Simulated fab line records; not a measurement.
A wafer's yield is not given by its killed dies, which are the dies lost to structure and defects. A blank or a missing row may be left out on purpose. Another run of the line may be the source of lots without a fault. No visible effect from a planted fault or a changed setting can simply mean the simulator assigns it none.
8D (eight disciplines) problem report, filled in by code    flow n5_finfet    the parts of the form that need people (team, actions taken, sign-off) are left out

1. THE PROBLEM
Wafers without a fault read 13, standard deviation 5.2; killed_at_M4_up at N5_PASSIVATION_PROBE_49 reads a mean of 92 on 3 wafers belonging to 2 lots. That puts it +15 standard deviations away from the usual mean.
The first sign was on wafer L603.2 at day 15 13:55, on prober-01. Wafers with a number at this step in the record: 6, from 3 lots. Rule for "out", or "out of limits": more than 4 standard deviations from the usual mean. Any other wafer with a number is counted as sound.

2. WHAT IT IS; WHAT IT IS NOT
question                     is                                                                                                                   is not
which readings at this step  killed_at_M4_up, defect_limited_yield, killed_dies, killed_on_rim, sort_bin_5_function, sort_n_pass, sort_yield_pct  killed_at_M0_to_M3, killed_at_front_end, killed_at_other, killed_open, killed_short, sort_bin_6_memory, sort_bin_8_speed
which lots                   L601, L603                                                                                                           L611
which wafers of those lots   all that have a number                                                                                               -
read on which tools          prober-01, prober-02                                                                                                 -
when                         from day 15 13:55                                                                                                    up to then (0 sound wafers); but 3 sound wafers of L611 came after

3. SUSPECTS, AND WHAT RULES EACH OUT
Counting: a tool at a process step up to the reading stays a suspect if it ran every lot that is out and no sound lot after the first of them.
- pvd_sputter-02 at N5_BEOL_M15_SPUTTER_44 (material Ta, target thk 15 nm, time 24.19 s): kept. It ran every lot that is out, first L601 (day 14 20:08), and no sound lot after that.
Remaining after the count: pvd_sputter-02 at N5_BEOL_M15_SPUTTER_44.

4. THE CAUSE (what the simulator had put in)
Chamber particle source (pvd_sputter-02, N5_BEOL_M15_SPUTTER_44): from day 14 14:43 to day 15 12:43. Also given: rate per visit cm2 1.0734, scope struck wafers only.
This tool alone remained once counting was done.

5. SEQUENCE OF EFFECTS, ordered by route
Each row: a reading whose mean over the struck wafers that have a number lies more than 3 standard deviations from the usual. Scope: only readings with a usual standard deviation given in the record; hours: median across lots of the time from each lot's start at the first step in this table that gives one to its start at this step; sigmas: change in usual standard deviations.
hours  step                     reading               usual   on struck wafers  change  sigmas
0      N5_PASSIVATION_PROBE_49  defect_limited_yield  91.6 %  85.4              -6.2    -5.2
0      N5_PASSIVATION_PROBE_49  killed_at_M4_up       13      92                +79     +15
0      N5_PASSIVATION_PROBE_49  killed_dies           99      173               +74     +4.9
0      N5_PASSIVATION_PROBE_49  killed_on_rim         13      32                +19     +5.3
0      N5_PASSIVATION_PROBE_49  sort_bin_5_function   4.9 %   8.8               +3.9    +5.1
0      N5_PASSIVATION_PROBE_49  sort_n_pass           1081    1007              -74     -4.9
0      N5_PASSIVATION_PROBE_49  sort_yield_pct        91.6 %  85.4              -6.2    -5.2
Its process steps:
- N5_PASSIVATION_PROBE_49

6. HOW IT WOULD HAVE BEEN CAUGHT EARLIER
In this record no reading fell out of limits until day 15 13:55, 23 hours after the fault had begun at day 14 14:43.
No tool reading at N5_BEOL_M15_SPUTTER_44 that has a usual standard deviation in the record was out on any struck wafer, so an alarm limit of 4 standard deviations on those readings would not have fired.
The start of N5_BEOL_M15_SPUTTER_44 on pvd_sputter-02 came by day 15 13:55 for every one of the lots that are out (2). None of them would have been spared by holding the tool at that moment.
